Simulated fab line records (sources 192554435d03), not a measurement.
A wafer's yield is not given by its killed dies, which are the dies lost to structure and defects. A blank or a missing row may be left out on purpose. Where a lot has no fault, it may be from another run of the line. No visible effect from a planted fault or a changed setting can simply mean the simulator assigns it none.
Shared-tool check || flow n5_finfet || Lots sampled 9, wafers sampled 27

WHY IT WAS OPENED
At N5_BEOL_M4_OVL_MEAS_29 the reading V3_OVL is flagged on 2 of 9 lots. No-fault wafers: -0.5 nm, standard deviation 0.57.
Rule: flag the lot when none of its wafers has a number, or when each of its wafers that has one lies beyond 4 standard deviations from that mean. All remaining lots are regarded as sound.

{"lot": "L662", "measured": "day 8 05:41", "on": "overlay-01", "V3_OVL (nm), wafer by wafer": "-0.4 0.1 -0.2", "flag": ""}
{"lot": "L663", "measured": "day 8 13:34", "on": "overlay-01", "V3_OVL (nm), wafer by wafer": "0.1 0.5 0.4", "flag": ""}
{"lot": "L665", "measured": "day 8 17:31", "on": "overlay-02", "V3_OVL (nm), wafer by wafer": "-0.2 -0.3 -0.7", "flag": ""}
{"lot": "L667", "measured": "day 9 11:36", "on": "overlay-02", "V3_OVL (nm), wafer by wafer": "-0.4 -0.8 -0.6", "flag": ""}
{"lot": "L674", "measured": "day 11 04:59", "on": "overlay-01", "V3_OVL (nm), wafer by wafer": "9.5 10.3 8.9", "flag": "FLAGGED"}
{"lot": "L675", "measured": "day 11 05:04", "on": "overlay-02", "V3_OVL (nm), wafer by wafer": "11.4 11.0 9.8", "flag": "FLAGGED"}
{"lot": "L676", "measured": "day 11 13:07", "on": "overlay-02", "V3_OVL (nm), wafer by wafer": "-0.7 -0.5 -0.5", "flag": ""}
{"lot": "L678", "measured": "day 11 23:49", "on": "overlay-01", "V3_OVL (nm), wafer by wafer": "-0.6 -1.0 -0.7", "flag": ""}
{"lot": "L683", "measured": "day 13 12:30", "on": "overlay-02", "V3_OVL (nm), wafer by wafer": "-0.7 0.0 -1.2", "flag": ""}
Average over the flagged lots: 10.2 nm; offset from the usual +10.7 nm, equal to +19 standard deviations.

WHICH TOOL EACH LOT WENT THROUGH
The record keeps 1 process step preceding the reading, out of 1938 steps on the route. Read each cell as the tool, then ch plus the chambers that the sampled wafers visited, then the start.
{"lot": "L662", "flag": "", "N5_BEOL_M4_EXPOSE_25": "euv_scanner-02 ch 0, day 8 05:31"}
{"lot": "L663", "flag": "", "N5_BEOL_M4_EXPOSE_25": "euv_scanner-02 ch 0, day 8 13:23"}
{"lot": "L665", "flag": "", "N5_BEOL_M4_EXPOSE_25": "euv_scanner-02 ch 0, day 8 17:21"}
{"lot": "L667", "flag": "", "N5_BEOL_M4_EXPOSE_25": "euv_scanner-02 ch 0, day 9 11:25"}
{"lot": "L674", "flag": "FLAGGED", "N5_BEOL_M4_EXPOSE_25": "euv_scanner-02 ch 0, day 11 04:50"}
{"lot": "L675", "flag": "FLAGGED", "N5_BEOL_M4_EXPOSE_25": "euv_scanner-02 ch 0, day 11 04:53"}
{"lot": "L676", "flag": "", "N5_BEOL_M4_EXPOSE_25": "euv_scanner-01 ch 0, day 11 12:56"}
{"lot": "L678", "flag": "", "N5_BEOL_M4_EXPOSE_25": "euv_scanner-01 ch 0, day 11 23:38"}
{"lot": "L683", "flag": "", "N5_BEOL_M4_EXPOSE_25": "euv_scanner-01 ch 0, day 13 12:20"}
What is done by these steps:
- N5_BEOL_M4_EXPOSE_25: exposes mask V3, defocus 5 nm.
- N5_BEOL_M4_OVL_MEAS_29

FLAGGED OVER TOTAL, TOOL BY TOOL (the gauges that took the reading come last)
{"step": "N5_BEOL_M4_EXPOSE_25", "tool": "euv_scanner-01", "lots run": 3, "flagged": 0, "share of the flagged lots": "none", "sound lots run after its first flagged lot": "-"}
{"step": "N5_BEOL_M4_EXPOSE_25", "tool": "euv_scanner-02", "lots run": 6, "flagged": 2, "share of the flagged lots": "all", "sound lots run after its first flagged lot": 0}
{"step": "N5_BEOL_M4_OVL_MEAS_29", "tool": "overlay-01", "lots run": 4, "flagged": 1, "share of the flagged lots": "some", "sound lots run after its first flagged lot": "1 (L678)"}
{"step": "N5_BEOL_M4_OVL_MEAS_29", "tool": "overlay-02", "lots run": 5, "flagged": 1, "share of the flagged lots": "some", "sound lots run after its first flagged lot": "2 (L676,L683)"}

WHAT THE TABLE ALLOWS
Rows of the table that ran each flagged lot: 1, that is euv_scanner-02 at N5_BEOL_M4_EXPOSE_25.
- euv_scanner-02 at N5_BEOL_M4_EXPOSE_25 ran 6 lots, 2 of them flagged. A fault beginning between L667 (day 9 11:25), its last sound lot, and L674 (day 11 04:50), its first flagged one, fits the data.
Just one tool remains: euv_scanner-02 at N5_BEOL_M4_EXPOSE_25.

WHAT WAS PUT IN BY THE SIMULATOR
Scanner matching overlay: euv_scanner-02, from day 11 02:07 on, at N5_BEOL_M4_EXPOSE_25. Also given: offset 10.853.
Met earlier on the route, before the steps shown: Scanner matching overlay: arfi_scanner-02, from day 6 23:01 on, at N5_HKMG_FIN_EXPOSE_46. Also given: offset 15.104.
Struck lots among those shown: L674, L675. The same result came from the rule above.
